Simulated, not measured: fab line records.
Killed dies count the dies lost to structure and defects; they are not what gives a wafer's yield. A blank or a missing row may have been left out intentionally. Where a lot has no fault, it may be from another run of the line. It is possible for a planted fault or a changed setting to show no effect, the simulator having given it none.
Matching of chambers || flow nandHarc || rieDiel-10 running NHARC_A_BONDPAD_ETCH_34: 4 sister chambers
The step etches the open film in N2/H2, target depth 60 nm, overetch 18 nm, time 65.91 s. 14 wafers are shown with their chamber, then 7 later ones without.

== WAFERS, EACH WITH ITS CHAMBER ==
{"wafer": "L562.2", "chamber": 2, "showerheadPlenumPTorr (Torr)": 1.90, "drypumpMotorCurrentA (A)": 5.5, "rfVppV (V)": 427.0}
{"wafer": "L562.5", "chamber": 0, "showerheadPlenumPTorr (Torr)": 2.05, "drypumpMotorCurrentA (A)": 5.9, "rfVppV (V)": 432.8}
{"wafer": "L562.6", "chamber": 1, "showerheadPlenumPTorr (Torr)": 1.95, "drypumpMotorCurrentA (A)": 5.2, "rfVppV (V)": 429.1}
{"wafer": "L560.1", "chamber": 2, "showerheadPlenumPTorr (Torr)": 1.90, "drypumpMotorCurrentA (A)": 5.5, "rfVppV (V)": 427.7}
{"wafer": "L560.3", "chamber": 0, "showerheadPlenumPTorr (Torr)": 2.05, "drypumpMotorCurrentA (A)": 5.9, "rfVppV (V)": 430.3}
{"wafer": "L560.5", "chamber": 1, "showerheadPlenumPTorr (Torr)": 1.95, "drypumpMotorCurrentA (A)": 5.2, "rfVppV (V)": 427.4}
{"wafer": "L565.2", "chamber": 3, "showerheadPlenumPTorr (Torr)": 2.14, "drypumpMotorCurrentA (A)": 5.4, "rfVppV (V)": 434.0}
{"wafer": "L565.3", "chamber": 2, "showerheadPlenumPTorr (Torr)": 1.90, "drypumpMotorCurrentA (A)": 5.6, "rfVppV (V)": 425.5}
{"wafer": "L565.6", "chamber": 0, "showerheadPlenumPTorr (Torr)": 2.05, "drypumpMotorCurrentA (A)": 5.9, "rfVppV (V)": 431.0}
{"wafer": "L571.1", "chamber": 3, "showerheadPlenumPTorr (Torr)": 2.13, "drypumpMotorCurrentA (A)": 5.4, "rfVppV (V)": 433.7}
{"wafer": "L571.3", "chamber": 2, "showerheadPlenumPTorr (Torr)": 1.90, "drypumpMotorCurrentA (A)": 5.6, "rfVppV (V)": 427.5}
{"wafer": "L571.4", "chamber": 0, "showerheadPlenumPTorr (Torr)": 2.05, "drypumpMotorCurrentA (A)": 5.9, "rfVppV (V)": 430.2}
{"wafer": "L574.1", "chamber": 2, "showerheadPlenumPTorr (Torr)": 1.90, "drypumpMotorCurrentA (A)": 5.6, "rfVppV (V)": 427.4}
{"wafer": "L574.5", "chamber": 3, "showerheadPlenumPTorr (Torr)": 2.13, "drypumpMotorCurrentA (A)": 5.4, "rfVppV (V)": 433.4}

SIGNATURES, as means of the wafers listed above
{"reading": "showerheadPlenumPTorr", "chamber 0": 2.0500, "chamber 1": 1.9500, "chamber 2": 1.9000, "chamber 3": 2.1333, "scatter within a chamber": 0.00258}
{"reading": "drypumpMotorCurrentA", "chamber 0": 5.900, "chamber 1": 5.200, "chamber 2": 5.560, "chamber 3": 5.400, "scatter within a chamber": 0.0346}
{"reading": "rfVppV", "chamber 0": 431.075, "chamber 1": 428.250, "chamber 2": 427.020, "chamber 3": 433.700, "scatter within a chamber": 0.955}
Rule: for each reading, subtract the chamber's mean from the wafer's reading, divide by that reading's scatter and square the result; add these up over the readings and take the root, which gives the wafer's distance from the chamber. The wafer belongs to the nearest chamber; if the next one is less than 2 further off, it can't be placed. The scatter: the root of (the sum of the squares of (reading less its chamber's mean) over the shown wafers, divided by (wafers less chambers)).

== WAFERS WHOSE CHAMBER IS MISSING ==
{"wafer": "L574.6", "showerheadPlenumPTorr (Torr)": 2.05, "drypumpMotorCurrentA (A)": 5.9, "rfVppV (V)": 431.2}
{"wafer": "L579.3", "showerheadPlenumPTorr (Torr)": 1.90, "drypumpMotorCurrentA (A)": 5.6, "rfVppV (V)": 427.3}
{"wafer": "L579.4", "showerheadPlenumPTorr (Torr)": 2.13, "drypumpMotorCurrentA (A)": 5.5, "rfVppV (V)": 434.5}
{"wafer": "L579.5", "showerheadPlenumPTorr (Torr)": 2.05, "drypumpMotorCurrentA (A)": 5.8, "rfVppV (V)": 432.4}
{"wafer": "L581.2", "showerheadPlenumPTorr (Torr)": 1.90, "drypumpMotorCurrentA (A)": 5.6, "rfVppV (V)": 426.5}
{"wafer": "L581.3", "showerheadPlenumPTorr (Torr)": 2.13, "drypumpMotorCurrentA (A)": 5.4, "rfVppV (V)": 433.5}
{"wafer": "L581.5", "showerheadPlenumPTorr (Torr)": 1.90, "drypumpMotorCurrentA (A)": 5.6, "rfVppV (V)": 426.4}

== CHAMBER TAKEN BY EACH ==
{"wafer": "L574.6", "from the rows above": 0, "in truth": 0}
{"wafer": "L579.3", "from the rows above": 2, "in truth": 2}
{"wafer": "L579.4", "from the rows above": 3, "in truth": 3}
{"wafer": "L579.5", "from the rows above": 0, "in truth": 0}
{"wafer": "L581.2", "from the rows above": 2, "in truth": 2}
{"wafer": "L581.3", "from the rows above": 3, "in truth": 3}
{"wafer": "L581.5", "from the rows above": 2, "in truth": 2}
7 of 7 placed correctly. Number that these rows cannot place: 0. 0 placed wrongly.
